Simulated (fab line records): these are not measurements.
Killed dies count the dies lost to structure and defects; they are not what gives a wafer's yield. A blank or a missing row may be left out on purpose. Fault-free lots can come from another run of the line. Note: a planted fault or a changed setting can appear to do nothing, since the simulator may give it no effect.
Struck lot and sound lot, side by side + flow n5Finfet + 14 out of 1938 route steps
Sound: the wafers L344.1, L344.3, L344.5. Wafers L340.3, L340.4, L340.5 were the ones struck. The cause comes at the end.
At each step with rows: each side's tool, then ch and its chambers, then its first start. Under that, the readings that differ: sound wafers + struck wafers + difference of the means + sigmas: that difference in standard deviations of wafers without a fault.
alike: a reading whose means differ by less than 2 such deviations, as well as words and numbers matching on both sides. not compared: withheld readings; readings where some wafer has no value; bounds like >300 that might hide an equal value; numbers whose values overlap and for which the record gives no deviation.
A row with sigmas, a row that says differs or no value, or rows on one side alone: a step with any of these is where the two part. Numbers that don't overlap but have no deviation are shown without sigmas and don't part them. Lack of a reading on every wafer of one side parts them only where that side has two or more wafers.

N5_BEOL_M1_RS_MEAS_58: the measuring method here is four-point-probe.
  sound: filmMetro-01 at day 10 12:46; struck: filmMetro-02 at day 9 07:50
| reading        | sound          | struck         | difference | sigmas |
|----------------|----------------|----------------|------------|--------|
| M1_RS (ohm/sq) | 0.72 0.71 0.72 | 0.66 0.65 0.58 | -0.09      | -2     |
N5_BEOL_M1_INSPECT_59: inspects for defects (darkfield).
  sound: defectInspect-01 at day 10 12:47; struck: defectInspect-02 at day 9 07:52
  alike: rawDefectCount
N5_BEOL_M2_ILD_DEP_00: deposits SiOC from DEMS/O2, target thk 79 nm, time 15.3 s.
  sound on pecvd-01 ch 0,1,2, day 10 12:50; struck on pecvd-02 ch 0,1,2, day 9 07:55
  alike: heaterPowerW, showerheadPlenumPTorr, throttleValvePct
N5_BEOL_M2_THK_MEAS_01:
  sound: filmMetro-01 at day 10 12:54; struck: filmMetro-02 at day 9 07:58
  alike: M2_ILD_THK
N5_BEOL_M2_PECVD_72: deposits SiO2 from TEOS/O2, target thk 16 nm, time 18 s.
  sound on pecvd-03 ch 0,1, day 10 12:56; struck on pecvd-03 ch 1,2, day 9 08:01
  alike: heaterPowerW, showerheadPlenumPTorr, throttleValvePct
N5_BEOL_M2_HM_DEP_02: deposits TiN, target thk 20 nm.
  sound: pvdSputter-03 at day 10 13:46; struck: pvdSputter-02 at day 9 10:16
  alike: throttleValvePct
then, 6 steps without rows for these wafers: N5_BEOL_M2_COAT_61 (time 60 s, resist thk 60 nm); N5_BEOL_M2_COAT_62 (time 60 s, resist thk 12 nm); N5_BEOL_M2_COAT_73 (time 60 s, resist thk 5 nm); N5_BEOL_M2_COAT_05 (resist thk 30 nm); N5_BEOL_M2_EBR_07; N5_BEOL_M2_SOFTBAKE_06 (time 60 s).
N5_BEOL_M2_EXPOSE_08: exposes mask M2.
  struck on euvScanner-01, day 9 10:32; sound on euvScanner-01 ch 0, day 10 14:08
  no value came back on the struck wafers for dipoleOpeningDeg (degrees), exposureDoseMJCm2; on the sound wafers dipoleOpeningDeg (degrees) reads 79.7 79.7 79.7
  alike: mask
then, 1 step without rows for these wafers: N5_BEOL_M2_PEB_09 (peb time 60 s).

== WHERE THEY PART ==
Earliest at N5_BEOL_M1_RS_MEAS_58; latest, in this record, at N5_BEOL_M2_EXPOSE_08.

WHY: what the simulator had put in
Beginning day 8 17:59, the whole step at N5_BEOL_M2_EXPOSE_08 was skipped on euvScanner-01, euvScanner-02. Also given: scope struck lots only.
